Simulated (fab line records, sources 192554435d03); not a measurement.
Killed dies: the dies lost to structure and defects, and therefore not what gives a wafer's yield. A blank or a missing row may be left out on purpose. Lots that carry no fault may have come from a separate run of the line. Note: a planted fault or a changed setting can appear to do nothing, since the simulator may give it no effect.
2 desks looking at one fault || flow n5_finfet || only its own numbers are on each desk; what lay behind them is given at the end

== AT THE TOOL OWNER'S DESK: pecvd-03 ==
The tool's own readings at N5_BEOL_M4_ILD_DEP_00 (deposits SiOC from DEMS/O2, target thk 79 nm, time 15.3 s): means of the sampled wafers that have a number, for each lot that ran on this tool. Any lot whose mean is over 4 standard deviations away from the usual mean is out of limits and marked OUT; that distance is given in the brackets.
Columns: A = chamber_pressure_Torr at N5_BEOL_M4_ILD_DEP_00, usual 5.000 Torr; B = heater_power_outer_w at N5_BEOL_M4_ILD_DEP_00, usual 252 W; C = heater_power_w at N5_BEOL_M4_ILD_DEP_00, usual 478 W; D = showerhead_plenum_p_Torr at N5_BEOL_M4_ILD_DEP_00, usual 5.695 Torr; E = throttle_valve_pct at N5_BEOL_M4_ILD_DEP_00, usual 12.0 %
{"lot": "L424", "first seen here": "day 8 08:52", "A": 5.007, "B": 230, "C": 424, "D": 5.697, "E": 12.0}
{"lot": "L425", "first seen here": "day 8 12:44", "A": 4.995, "B": 266, "C": 497, "D": 5.691, "E": 12.0}
{"lot": "L434", "first seen here": "day 10 13:19", "A": 5.001, "B": 258, "C": 484, "D": 5.699, "E": 12.0}
{"lot": "L437", "first seen here": "day 11 09:05", "A": 4.998, "B": 262, "C": 483, "D": 5.707, "E": 11.6}
This desk's finding: nothing out of limits on any of the 4 lots.

== THE METROLOGY DESK ==
What the gauges read for every lot (on any tool): the sampled wafers with a number, averaged. Any lot whose mean is over 4 standard deviations away from the usual mean is out of limits and marked OUT; that distance is given in the brackets. 7 of its 11 readings are shown: the first one out of limits and those lying furthest out on some lot.
Columns: A = M4_ILD_THK at N5_BEOL_M4_THK_MEAS_01, usual 79.4 nm; B = DIBL_N at N5_BEOL_M4_RC_MEAS_101, usual 35.3 mV/V; C = DIBL_P at N5_BEOL_M4_RC_MEAS_101, usual 35.3 mV/V; D = ION_N at N5_BEOL_M4_RC_MEAS_101, usual 670 uA/um; E = SS_N at N5_BEOL_M4_RC_MEAS_101, usual 71.3 mV/dec; F = SS_P at N5_BEOL_M4_RC_MEAS_101, usual 73.1 mV/dec; G = VT_N at N5_BEOL_M4_RC_MEAS_101, usual 251 mV
{"lot": "L423", "first seen here": "day 7 23:05", "A": 78.3, "B": 34.6, "C": 34.3, "D": 671, "E": 71.1, "F": 72.5, "G": 250}
{"lot": "L424", "first seen here": "day 8 08:56", "A": 79.3, "B": 35.8, "C": 37.0, "D": 668, "E": 71.4, "F": 73.7, "G": 251}
{"lot": "L425", "first seen here": "day 8 12:48", "A": 80.1, "B": 35.0, "C": 37.2, "D": 681, "E": 71.2, "F": 74.1, "G": 246}
{"lot": "L427", "first seen here": "day 9 06:22", "A": 79.7, "B": 34.8, "C": 32.7, "D": 662, "E": 70.6, "F": 72.8, "G": 251}
{"lot": "L434", "first seen here": "day 10 13:23", "A": "74.2 (-4.7) OUT", "B": 33.5, "C": 34.1, "D": 654, "E": 70.4, "F": 72.6, "G": 256}
{"lot": "L437", "first seen here": "day 11 09:10", "A": "74.8 (-4.2) OUT", "B": 35.4, "C": 35.8, "D": 668, "E": 71.3, "F": 73.1, "G": 252}
{"lot": "L439", "first seen here": "day 11 18:59", "A": 79.0, "B": 36.0, "C": 34.6, "D": 682, "E": 71.5, "F": 72.9, "G": 249}
{"lot": "L440", "first seen here": "day 12 16:52", "A": 81.0, "B": 35.8, "C": 35.6, "D": 656, "E": 71.5, "F": 73.2, "G": 255}
{"lot": "L446", "first seen here": "day 13 10:51", "A": 78.8, "B": 35.4, "C": 34.9, "D": 665, "E": 70.9, "F": 72.9, "G": 250}
This desk's result: L434, L437 out of limits, first on L434 (M4_ILD_THK at N5_BEOL_M4_THK_MEAS_01), day 10 13:23. Within limits: L423, L424, L425, L427, L439, L440, L446.

== ALL TOGETHER ==
Metrology desk: alarm possible at day 10 13:23 on L434, L437.
The tool owner's desk saw nothing out of limits.
The tool owner's desk has L434, L437 on record, within its limits.
Every lot named ran N5_BEOL_M4_ILD_DEP_00 on pecvd-03.

== WHAT WAS PUT IN BY THE SIMULATOR ==
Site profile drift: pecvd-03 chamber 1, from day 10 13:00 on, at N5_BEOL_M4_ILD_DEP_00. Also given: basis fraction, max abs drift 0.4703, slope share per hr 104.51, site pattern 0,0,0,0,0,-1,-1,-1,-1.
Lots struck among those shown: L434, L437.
Per desk, hours elapsed from the start of the fault to the first reading out of limits: for the metrology desk, 0.
